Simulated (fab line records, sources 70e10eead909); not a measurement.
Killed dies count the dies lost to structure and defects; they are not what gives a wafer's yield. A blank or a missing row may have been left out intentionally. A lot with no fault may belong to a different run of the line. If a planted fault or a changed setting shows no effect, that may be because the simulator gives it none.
Which tool is to blame? :: flow nandHarc :: Sampling: 13 lots, 39 wafers, 2 of 1302 route steps

== WHAT THE GAUGES SHOWED, per wafer ==
NHARC_A_SLIT_OVL_MEAS_10.
lot: L786
measured: day 20 05:37
on: overlay-01
overlayXNm (nm): 0.9 0.9 0.3
overlayYNm (nm): 0.5 -0.1 0.3

lot: L789
measured: day 21 03:37
on: overlay-02
overlayXNm (nm): 0.9 0.6 0.9
overlayYNm (nm): 1.7 1.7 1.7

lot: L790
measured: day 21 03:46
on: overlay-01
overlayXNm (nm): 1.0 0.0 0.1
overlayYNm (nm): 0.9 1.1 1.1

lot: L794
measured: day 22 23:28
on: overlay-02
overlayXNm (nm): -0.2 -0.4 -0.3
overlayYNm (nm): -1.0 -0.7 -1.2

lot: L795
measured: day 23 08:48
on: overlay-02
overlayXNm (nm): -0.8 -0.8 -0.6
overlayYNm (nm): -0.4 -0.1 -0.4

lot: L796
measured: day 24 05:47
on: overlay-01
overlayXNm (nm): -0.6 -0.4 -0.5
overlayYNm (nm): -0.9 -0.3 -0.9

lot: L797
measured: day 24 10:16
on: overlay-02
overlayXNm (nm): -0.2 -0.9 0.0
overlayYNm (nm): -0.5 -0.5 -0.6

lot: L798
measured: day 24 19:14
on: overlay-02
overlayXNm (nm): -0.3 -0.6 -0.1
overlayYNm (nm): -0.4 0.1 0.2

lot: L799
measured: day 25 01:03
on: overlay-01
overlayXNm (nm): 0.1 0.6 0.1
overlayYNm (nm): 1.3 1.2 1.6

lot: L800
measured: day 25 12:15
on: overlay-02
overlayXNm (nm): -0.1 0.2 -0.1
overlayYNm (nm): -0.5 -0.6 -0.5

lot: L803
measured: day 26 21:10
on: overlay-01
overlayXNm (nm): -1.0 0.0 -0.4
overlayYNm (nm): -1.1 -0.7 -0.5

lot: L806
measured: day 28 03:48
on: overlay-01
overlayXNm (nm): 0.9 0.9 1.0
overlayYNm (nm): -1.5 -1.3 -0.8

lot: L807
measured: day 28 21:51
on: overlay-01
overlayXNm (nm): 0.8 0.6 0.8
overlayYNm (nm): 0.5 0.1 0.1

NHARC_A_SLIT_INSPECT_11.
lot: L786
measured: day 20 05:38
on: defectInspect-02
rawDefectCount: 123 125 125

lot: L789
measured: day 21 03:39
on: defectInspect-01
rawDefectCount: 71 79 61

lot: L790
measured: day 21 03:48
on: defectInspect-02
rawDefectCount: 22 25 20

lot: L794
measured: day 22 23:29
on: defectInspect-02
rawDefectCount: 73 71 73

lot: L795
measured: day 23 08:50
on: defectInspect-01
rawDefectCount: 28 34 35

lot: L796
measured: day 24 05:49
on: defectInspect-02
rawDefectCount: 66 59 66

lot: L797
measured: day 24 10:18
on: defectInspect-02
rawDefectCount: 45 33 34

lot: L798
measured: day 24 19:17
on: defectInspect-02
rawDefectCount: 17 16 15

lot: L799
measured: day 25 01:05
on: defectInspect-02
rawDefectCount: 47 46 51

lot: L800
measured: day 25 12:17
on: defectInspect-02
rawDefectCount: 135 85 99

lot: L803
measured: day 26 21:11
on: defectInspect-02
rawDefectCount: 70 70 71

lot: L806
measured: day 28 03:50
on: defectInspect-02
rawDefectCount: 30 28 22

lot: L807
measured: day 28 21:54
on: defectInspect-02
rawDefectCount: 82 77 68

== EACH LOT AND THE TOOL THAT RAN IT (in order: tool; ch and the chambers of the sampled wafers; start) ==
The record shows no process step preceding these readings.

== WHAT THE TOOLS THEMSELVES READ (means of the sampled wafers that have a number; where no wafer has one, the mark that the record gives instead) ==
The record holds no such reading with a usual standard deviation.

== THE ANSWER, worked out from the rows above alone ==
Rule: the lots themselves supply what counts as usual. Put in order of their means at a reading, lots are off if they are a third of the lots or fewer, leave a main group of 4 or more, and stand apart from it by a gap of 3 or more times the standard deviation of the main group's means; of several such gaps the widest counts. The tables above print the reading to a certain number of digits; a main group whose means all agree to those digits is not used. Also off: a lot with no number at a reading for which 4 or more lots have one. Where the step has rows for the other lots, those lots are counted as sound. First the gauges in route order, then the tools' own readings, where a lot's mean is used as printed above. At the first step where some lot is off, the reading lying furthest off is the one used; lots without a number count as furthest.
None of the lots is off at any reading shown; this tells nothing.

== WHAT THE SIMULATOR HAD PUT IN ==
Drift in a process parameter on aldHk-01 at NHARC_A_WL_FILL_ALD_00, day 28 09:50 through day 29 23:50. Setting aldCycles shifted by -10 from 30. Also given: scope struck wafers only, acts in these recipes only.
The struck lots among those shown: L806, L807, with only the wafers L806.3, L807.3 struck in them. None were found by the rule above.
